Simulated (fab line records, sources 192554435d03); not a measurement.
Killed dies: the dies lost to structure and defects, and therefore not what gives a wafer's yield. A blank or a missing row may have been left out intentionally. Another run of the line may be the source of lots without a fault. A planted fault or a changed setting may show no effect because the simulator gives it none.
fab line records	flow n5_finfet
record lots=7	wafers=21	last_day=16
route steps=1938 shown BEOL_M12@1625
lots untouched by any fault: they come from a run of this same line in which no faults occurred
start_h: start of the lot's first displayed wafer, in hours after the record's first day	wait_h: hours elapsed since this lot's preceding step	" as in the row above	L1.1+2: several wafers, shown together as one row	- no value present, or no start provided	* or withheld: withheld	< > ~ a bound
route shown NAME@n: names a module that has steps shown in the file, with the first one's number in the route	usual: average and standard deviation across the fault-free wafers	same: alike in all rows	chamber/n: place in a boat	sites: per-site readings	_std_site: standard deviation across them	_edge_site: outer sites' mean less inner sites'	radius_mm: how far each site lies from the wafer's centre	mask NAME#n: copy n	behind: the tool/chamber that last shaped the wafer	hold: why the lot went on hold/how many hours it stayed there/how the hold came to an end	device: transistor that didn't switch, given as n, p or np	end of line: tests of these same wafers at the route's end	a step with no rows: only its recipe	killed: dies lost to structure and defects at the first sort, not the wafer's yield	map: dies across one wafer; x = killed, . = not, _ = none there
set.NAME: the run value of the setting; set.NAME@STEP: its run value at that earlier step	model.NAME: the simulator's own value behind a step, which no gauge read
certain route steps with their lots: each step a table, each wafer a row
services: from which hour (start_h, from the record's first day; less than 0 if before it) a tool's chamber was out of use, for how many hours, and why
## steps
# step N5_BEOL_M12_COAT_22
# recipe spin_rpm=2888	resist_thk_nm=300
# step N5_BEOL_M12_EBR_24
# recipe solvent=PGMEA	ebr_width_mm=1.5
# step N5_BEOL_M12_SOFTBAKE_23
# recipe temp_c=130	time_s=60
# step N5_BEOL_M12_EXPOSE_25
# recipe mask_id=M12	na=0.93	source_shape=conventional	sigma_outer=0.4	polarization=unpolarized	dose_mj=21.8
# step N5_BEOL_M12_PEB_26
# recipe peb_temp_c=130	peb_time_s=90
# step N5_BEOL_M12_DEVELOP_27
# recipe develop_time_s=45	rinse_liquid=diw	dry=air_spin	dev_temp_c=21
# step N5_BEOL_M12_HARDBAKE_32
# recipe temp_c=130	time_s=120
# step N5_BEOL_M12_CD_MEAS_28
# recipe target_cd_nm=160.2	landing_energy_ev=500	detector=se_inlens	polarity=opening
# usual cd_nm=159.6/1.5
# same landing_energy_ev=500
lot.wafer	tool	chamber	start_h	wait_h	cd_nm
L613.1	cd_sem-01	0	239.25	-	159.4
L613.3	"	0	"	"	159.6
L613.4	"	0	"	"	159.6
L616.1	cd_sem-03	0	262.65	-	156.2
L616.2	"	0	"	"	160.2
L616.6	"	0	"	"	158.8
L620.1	cd_sem-03	0	294.61	-	159.2
L620.3	"	0	"	"	159.7
L620.6	"	0	"	"	158.7
L627.2	cd_sem-01	0	321.60	-	158.9
L627.3	"	0	"	"	161.6
L627.6	"	0	"	"	160.0
L626.3	cd_sem-03	0	325.34	-	161.7
L626.4	"	0	"	"	163.3
L626.6	"	0	"	"	160.7
L625.2	cd_sem-02	0	328.44	-	159.0
L625.3	"	0	"	"	157.5
L625.4	"	0	"	"	160.1
L630.1	cd_sem-02	0	350.20	-	157.4
L630.3	"	0	"	"	157.1
L630.6	"	0	"	"	156.7
# step N5_BEOL_M12_OVL_MEAS_29
# recipe points_per_wafer=44
# usual M12_OVL=-4/5.6
lot.wafer	tool	chamber	start_h	wait_h	M12_OVL[nm]
L613.1	overlay-01	0	239.28	0.0	-9
L613.3	"	0	"	"	-9
L613.4	"	0	"	"	-6
L616.1	overlay-01	0	262.68	0.0	1
L616.2	"	0	"	"	-4
L616.6	"	0	"	"	-3
L620.1	overlay-01	0	294.64	0.0	-8
L620.3	"	0	"	"	-8
L620.6	"	0	"	"	-9
L627.2	overlay-01	0	321.63	0.0	-7
L627.3	"	0	"	"	2
L627.6	"	0	"	"	-14
L626.3	overlay-01	0	325.36	0.0	-1
L626.4	"	0	"	"	-6
L626.6	"	0	"	"	-4
L625.2	overlay-01	0	328.47	0.0	-2
L625.3	"	0	"	"	3
L625.4	"	0	"	"	-7
L630.1	overlay-01	0	350.23	0.0	-11
L630.3	"	0	"	"	-4
L630.6	"	0	"	"	-18
# step N5_BEOL_M12_INSPECT_30
# recipe mode=adi	inspect_instrument=macro
# usual raw_defect_count=2.3/1.4
lot.wafer	tool	chamber	start_h	wait_h	raw_defect_count
L613.1	defect_inspect-01	-	239.31	0.0	2
L613.3	"	-	"	"	0
L613.4	"	-	"	"	2
L616.1	defect_inspect-02	-	262.70	0.0	0
L616.2	"	-	"	"	4
L616.6	"	-	"	"	1
L620.1	defect_inspect-02	-	294.67	0.0	3
L620.3	"	-	"	"	3
L620.6	"	-	"	"	3
L627.2	defect_inspect-01	-	321.65	0.0	4
L627.3	"	-	"	"	0
L627.6	"	-	"	"	5
L626.3	defect_inspect-01	-	325.39	0.0	1
L626.4	"	-	"	"	2
L626.6	"	-	"	"	1
L625.2	defect_inspect-02	-	328.49	0.0	4
L625.3	"	-	"	"	1
L625.4	"	-	"	"	1
L630.1	defect_inspect-01	-	350.25	0.0	0
L630.3	"	-	"	"	3
L630.6	"	-	"	"	1
# step N5_BEOL_M12_DESCUM_33
# recipe chemistry=O2	time_s=7.9	source_power_w=50	bias_power_w=20	pressure_mtorr=20	rf_frequency_hz=2.712e+07	temp_c=40	o2_flow_sccm=225
# usual drypump_motor_current_A=5.8/0.43	o2_flow_sccm=225.1/0.58	oes_product_au=0.79/0.097	rf_vpp_V=243.1/1	showerhead_plenum_p_Torr=2.08/0.052	throttle_valve_pct=20.46/0.26
lot.wafer	tool	chamber	start_h	wait_h	drypump_motor_current_A	o2_flow_sccm	oes_product_au	rf_hours_counter_h	rf_vpp_V	showerhead_plenum_p_Torr	throttle_valve_pct
L613.1	rie_diel-04	2	239.34	0.0	6.0	225.4	0.77	123	243.5	2.09	20.08
L613.3	"	1	"	"	5.6	224.8	0.79	112	243.3	2.09	20.57
L613.4	"	3	"	"	5.6	225.8	0.95	11	243.1	2.15	20.58
L616.1	rie_diel-02	1	262.73	0.0	5.8	225.0	0.74	179	243.5	2.08	20.65
L616.2	"	3	"	"	5.2	225.4	0.69	220	243.4	2.08	20.40
L616.6	"	2	"	"	6.7	224.7	0.73	-	244.5	2.17	20.88
L620.1	rie_diel-04	1	295.13	0.5	5.6	225.3	0.78	134	243.9	2.09	20.58
L620.3	"	2	"	"	6.0	224.3	0.75	145	242.7	2.08	20.11
L620.6	"	2	"	"	6.0	225.8	0.75	-	242.7	2.08	20.10
L627.2	rie_diel-01	3	321.69	0.0	6.7	225.4	0.96	14	244.2	2.14	20.45
L627.3	"	0	"	"	5.9	224.7	0.70	220	242.3	1.97	20.24
L627.6	"	2	"	"	5.6	224.0	0.72	-	241.9	2.01	20.66
L626.3	rie_diel-04	3	325.43	0.0	5.6	224.9	0.90	41	243.9	2.14	20.63
L626.4	"	2	"	"	6.0	224.8	0.74	157	242.4	2.08	20.13
L626.6	"	0	"	"	5.3	224.8	0.98	-	243.5	2.05	19.96
L625.2	rie_diel-04	0	328.71	0.2	5.3	224.9	0.97	2	241.6	2.05	19.98
L625.3	"	3	"	"	5.6	225.0	0.89	43	244.0	2.14	20.63
L625.4	"	2	"	"	6.0	225.1	0.75	159	242.5	2.08	20.13
L630.1	rie_diel-02	0	350.42	0.2	6.2	224.5	0.80	88	242.6	2.12	20.46
L630.3	"	1	"	"	5.8	225.8	0.72	215	244.0	2.07	20.68
L630.6	"	2	"	"	6.6	225.3	0.71	-	243.2	2.16	20.92
# step N5_BEOL_M12_ETCH_67
# recipe chemistry=CF4	target=SiARC	target_depth_a=1430	time_s=238.3	ion_energy_ev=80	pressure_mtorr=40	source_w=545	bias_w=36	Ar_flow_sccm=100	cf4_flow_sccm=100	ends=cleared
# usual bias_w=36.01/0.098	drypump_motor_current_A=5.8/0.44	etch_rf_on_time_s=239/5.7	oes_product_au=0.68/0.084	rf_vpp_V=183.9/1	showerhead_plenum_p_Torr=2.14/0.051	throttle_valve_pct=15.65/0.22
lot.wafer	tool	chamber	start_h	wait_h	bias_w	drypump_motor_current_A	etch_rf_on_time_s	oes_product_au	rf_hours_counter_h	rf_vpp_V	showerhead_plenum_p_Torr	throttle_valve_pct
L613.1	rie_diel-04	2	239.38	0.0	36.03	5.9	241	0.65	123	183.7	2.15	15.38
L613.3	"	1	"	"	36.16	5.6	233	0.68	112	183.1	2.15	15.76
L613.4	"	3	"	"	36.13	5.6	238	0.82	11	184.1	2.20	15.68
L616.1	rie_diel-02	1	262.77	0.0	36.11	5.8	236	0.64	180	184.8	2.13	15.80
L616.2	"	3	"	"	36.02	5.2	239	0.59	220	183.7	2.14	15.68
L616.6	"	2	"	"	36.05	6.6	235	0.63	-	184.6	2.22	16.07
L620.1	rie_diel-04	1	295.16	0.0	35.93	5.5	233	0.67	134	185.3	2.14	15.80
L620.3	"	2	"	"	35.98	5.9	245	0.63	145	184.5	2.14	15.40
L620.6	"	2	"	"	36.05	6.0	244	0.64	-	183.5	2.14	15.40
L627.2	rie_diel-01	3	321.72	0.0	36.08	6.7	233	0.82	14	183.7	2.19	15.55
L627.3	"	0	"	"	36.06	5.9	249	0.59	220	182.7	2.03	15.55
L627.6	"	2	"	"	35.91	5.6	252	0.61	-	183.0	2.04	15.73
L626.3	rie_diel-04	3	325.47	0.0	36.05	5.6	235	0.77	41	182.9	2.19	15.74
L626.4	"	2	"	"	35.84	6.0	243	0.62	157	183.9	2.14	15.44
L626.6	"	0	"	"	35.89	5.3	230	0.85	-	183.3	2.11	15.18
L625.2	rie_diel-04	0	328.74	0.0	35.99	5.3	230	0.84	2	183.8	2.11	15.19
L625.3	"	3	"	"	36.01	5.6	233	0.77	43	183.1	2.19	15.76
L625.4	"	2	"	"	36.04	6.0	244	0.62	159	184.1	2.13	15.44
L630.1	rie_diel-02	0	350.46	0.0	36.03	6.2	243	0.69	88	183.9	2.17	15.64
L630.3	"	1	"	"	36.03	5.8	237	0.62	215	183.4	2.12	15.87
L630.6	"	2	"	"	35.95	6.6	239	0.60	-	185.1	2.21	16.14
# step N5_BEOL_M12_ETCH_68
# recipe chemistry=N2/H2	target=SOC	mask_material=SiARC	source_w=3000	bias_w=350	temp_c=40	time_s=285	ion_energy_ev=200	pressure_mtorr=30	n2_flow_sccm=200	h2_flow_sccm=200
# usual bias_w=349.8/1.1	drypump_motor_current_A=5.8/0.43	oes_product_au=0.79/0.096	rf_vpp_V=523.8/1.7	run_length_s=308.3/0.45	showerhead_plenum_p_Torr=2.53/0.052	throttle_valve_pct=17.77/0.24
lot.wafer	tool	chamber	start_h	wait_h	bias_w	drypump_motor_current_A	oes_product_au	rf_hours_counter_h	rf_vpp_V	run_length_s	showerhead_plenum_p_Torr	throttle_valve_pct	model.SiARC_of_BEOL_M12_COAT_66.thk_nm
L613.1	rie_diel-04	2	239.52	0.1	351.1	6.0	0.78	123	525.0	308.3	2.55	17.54	85.4
L613.3	"	1	"	"	351.1	5.6	0.78	112	523.8	308.7	2.56	17.97	85.8
L613.4	"	3	"	"	349.2	5.6	0.95	11	525.6	308.7	2.59	17.59	86.4
L616.1	rie_diel-02	1	262.92	0.1	351.4	5.8	0.74	180	524.6	307.6	2.51	17.77	86
L616.2	"	3	"	"	348.4	5.2	0.70	221	523.9	308.6	2.51	17.60	86
L616.6	"	2	"	"	349.8	6.7	0.73	-	526.9	308.5	2.63	18.17	85.6
L620.1	rie_diel-04	1	295.31	0.1	-	5.6	0.76	134	525.1	254.0	2.55	18.02	91
L620.3	"	2	"	"	-	6.0	0.76	145	523.7	253.4	2.54	17.58	91
L620.6	"	2	"	"	-	6.0	0.76	-	524.7	253.4	2.54	17.59	90.8
L627.2	rie_diel-01	3	321.87	0.1	350.8	6.7	0.96	14	524.7	308.8	2.58	17.57	85.2
L627.3	"	0	"	"	348.2	5.9	0.70	221	521.8	308.0	2.41	17.86	86
L627.6	"	2	"	"	349.9	5.6	0.73	-	521.9	308.0	2.44	18.07	86.6
L626.3	rie_diel-04	3	325.62	0.1	-	5.6	0.89	41	525.4	253.8	2.57	17.64	90.8
L626.4	"	2	"	"	-	6.0	0.74	157	523.0	253.6	2.54	17.59	90.4
L626.6	"	0	"	"	-	5.3	0.98	-	522.7	253.0	2.51	17.37	90.4
L625.2	rie_diel-04	0	328.89	0.1	-	5.3	0.97	2	523.2	253.1	2.51	17.37	90.2
L625.3	"	3	"	"	-	5.6	0.88	43	525.4	253.8	2.57	17.63	90.4
L625.4	"	2	"	"	-	6.0	0.74	159	524.3	253.7	2.54	17.62	90.4
L630.1	rie_diel-02	0	350.60	0.1	350.5	6.2	0.81	88	524.3	308.0	2.57	17.68	85.8
L630.3	"	1	"	"	348.3	5.9	0.71	215	524.1	307.6	2.50	17.82	86.2
L630.6	"	2	"	"	347.4	6.7	0.70	-	525.7	308.5	2.61	18.21	86
# step N5_BEOL_M12_STRIP_69
# recipe chemistry=N2/H2	temp_c=40	n2_flow_sccm=200	h2_flow_sccm=200	rf_frequency_hz=6e+07
## services
tool	chamber	start_h	hours	kind
rie_diel-01	3	242.29	6.0	repair
rie_diel-01	1	269.22	5.2	repair
rie_diel-01	-	280.26	14.6	pm
rie_diel-04	0	305.44	-	clean
rie_diel-04	0	305.44	-	consumable_replace:focus_ring
rie_diel-04	0	305.44	17.7	scheduled_down
rie_diel-04	0	305.44	17.7	vent_cycle
rie_diel-01	1	315.35	8.1	repair
rie_diel-02	1	318.16	4.5	repair
rie_diel-02	3	322.29	6.9	repair
rie_diel-02	3	343.56	-	clean
rie_diel-02	3	343.56	-	consumable_replace:focus_ring
rie_diel-02	3	343.56	21.9	scheduled_down
rie_diel-02	3	343.56	21.9	vent_cycle
## key
first_sign step=N5_BEOL_M12_ETCH_68	reading=run_length_s	direction=down	sigmas=99+	usual=*	struck=*
effect none on later readings
model_effect step=N5_BEOL_M12_ETCH_68	value=SiARC_of_BEOL_M12_COAT_66.thk_nm	without=85.93	struck=90.6
met_at N5_BEOL_M12_ETCH_68
struck_wafers L620.1,L620.3,L620.6,L625.2,L625.3,L625.4,L626.3,L626.4,L626.6
onset_between 239.52 295.31
fault kind=process_parameter_drift	tool=rie_diel-04	chamber=-	onset_h=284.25	steps=N5_BEOL_M12_ETCH_68	channel=time_s	offset=*	shape=step	end_h=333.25	acts_in=*	stated=*
